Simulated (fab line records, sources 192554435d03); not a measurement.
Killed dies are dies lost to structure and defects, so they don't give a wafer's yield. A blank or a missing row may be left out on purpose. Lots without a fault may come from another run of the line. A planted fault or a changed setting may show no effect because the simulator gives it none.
Chamber matching | flow n5_finfet | N5_BEOL_M13_ETCH_38 on rie_diel-02: 3 sister chambers
The step etches SiCN in CF4/N2, target depth 67.5 nm, time 71.9 s. 14 wafers are shown with their chamber, then 5 later ones without.

WAFERS WITH THEIR CHAMBER
wafer  | chamber | oes_product_au (a.u.) | throttle_valve_pct (%) | drypump_motor_current_A (A)
L079.2 | 3       | 0.71                  | 15.77                  | 4.8
L079.4 | 2       | 0.72                  | 15.33                  | 5.6
L079.6 | 3       | 0.71                  | 15.77                  | 4.8
L080.1 | 2       | 0.72                  | 15.33                  | 5.7
L080.2 | 3       | 0.71                  | 15.76                  | 4.8
L080.5 | 2       | 0.72                  | 15.32                  | 5.6
L081.1 | 1       | 0.87                  | 15.16                  | 5.9
L081.2 | 3       | 0.71                  | 15.78                  | 4.8
L081.5 | 2       | 0.72                  | 15.32                  | 5.6
L087.3 | 2       | 0.72                  | 15.35                  | 5.6
L087.5 | 1       | 0.86                  | 15.14                  | 5.9
L087.6 | 2       | 0.71                  | 15.35                  | 5.6
L085.2 | 3       | 0.71                  | 15.80                  | 4.7
L085.5 | 1       | 0.87                  | 15.17                  | 5.9

SIGNATURES (means of the wafers above)
reading                 | chamber 1 | chamber 2 | chamber 3 | scatter within a chamber
oes_product_au          | 0.8667    | 0.7183    | 0.7100    | 0.00369
throttle_valve_pct      | 15.1567   | 15.3333   | 15.7760   | 0.0145
drypump_motor_current_A | 5.900     | 5.617     | 4.780     | 0.0385
Rule: a wafer's distance from a chamber is the root of the sum, over the readings, of the square of ((its reading less the chamber's mean) divided by the reading's scatter). The wafer belongs to the nearest chamber; if the next one is less than 2 further off, it can't be placed. The scatter: the root of (the sum of the squares of (reading less its chamber's mean) over the shown wafers, divided by (wafers less chambers)).

WAFERS WITHOUT THEIR CHAMBER
wafer  | oes_product_au (a.u.) | throttle_valve_pct (%) | drypump_motor_current_A (A)
L088.1 | 0.71                  | 15.78                  | 4.8
L088.2 | 0.86                  | 15.17                  | 5.9
L094.1 | 0.70                  | 15.37                  | 5.6
L094.5 | 0.84                  | 15.21                  | 5.9
L094.6 | 0.70                  | 15.38                  | 5.6

WHICH CHAMBER EACH WENT THROUGH
wafer  | from the rows above | in truth
L088.1 | 3                   | 3
L088.2 | 1                   | 1
L094.1 | 2                   | 2
L094.5 | 1                   | 1
L094.6 | 2                   | 2
Placed correctly: 5 of 5. Can't be placed from these rows: 0. Placed wrongly: 0.
